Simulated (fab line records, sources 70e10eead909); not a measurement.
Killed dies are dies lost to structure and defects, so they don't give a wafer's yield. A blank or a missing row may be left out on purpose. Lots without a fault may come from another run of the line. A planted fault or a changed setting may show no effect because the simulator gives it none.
Chamber matching | flow nand_harc | NHARC_A_CHANNEL_HOLE_D2_DESCUM_15 on rie_diel-09: 4 sister chambers
The step chemistry O2, time 3 s. 8 wafers are shown with their chamber, then 7 later ones without.

WAFERS WITH THEIR CHAMBER
wafer  | chamber | showerhead_plenum_p_Torr (Torr) | drypump_motor_current_A (A)
L078.4 | 0       | 1.98                            | 5.5
L078.5 | 3       | 1.90                            | 5.1
L085.4 | 0       | 1.97                            | 5.5
L087.3 | 2       | 1.85                            | 5.7
L087.4 | 1       | 1.82                            | 5.8
L087.5 | 2       | 1.85                            | 5.7
L089.1 | 1       | 1.82                            | 5.7
L089.4 | 3       | 1.90                            | 5.1

WAFERS WITHOUT THEIR CHAMBER
wafer  | showerhead_plenum_p_Torr (Torr) | drypump_motor_current_A (A)
L089.6 | 1.85                            | 5.7
L091.1 | 1.85                            | 5.7
L091.3 | 1.97                            | 5.5
L091.6 | 1.85                            | 5.7
L097.4 | 1.97                            | 5.5
L097.5 | 1.85                            | 5.7
L097.6 | 1.90                            | 5.1

WHICH CHAMBER EACH WENT THROUGH
wafer  | from the rows above | in truth
L089.6 | 2                   | 2
L091.1 | 2                   | 2
L091.3 | 0                   | 0
L091.6 | 2                   | 2
L097.4 | 0                   | 0
L097.5 | 2                   | 2
L097.6 | 3                   | 3
Placed correctly: 7 of 7. Can't be placed from these rows: 0. Placed wrongly: 0.
How it was worked out, from the rows above alone: a wafer's distance from a chamber is the root of the sum, over the readings, of the square of ((its reading less the chamber's mean) divided by the reading's scatter). The wafer belongs to the nearest chamber; if the next one is less than 2 further off, it can't be placed. A chamber's mean is the mean of its shown wafers. The scatter: the root of (the sum of the squares of (reading less its chamber's mean) over the shown wafers, divided by (wafers less chambers)).
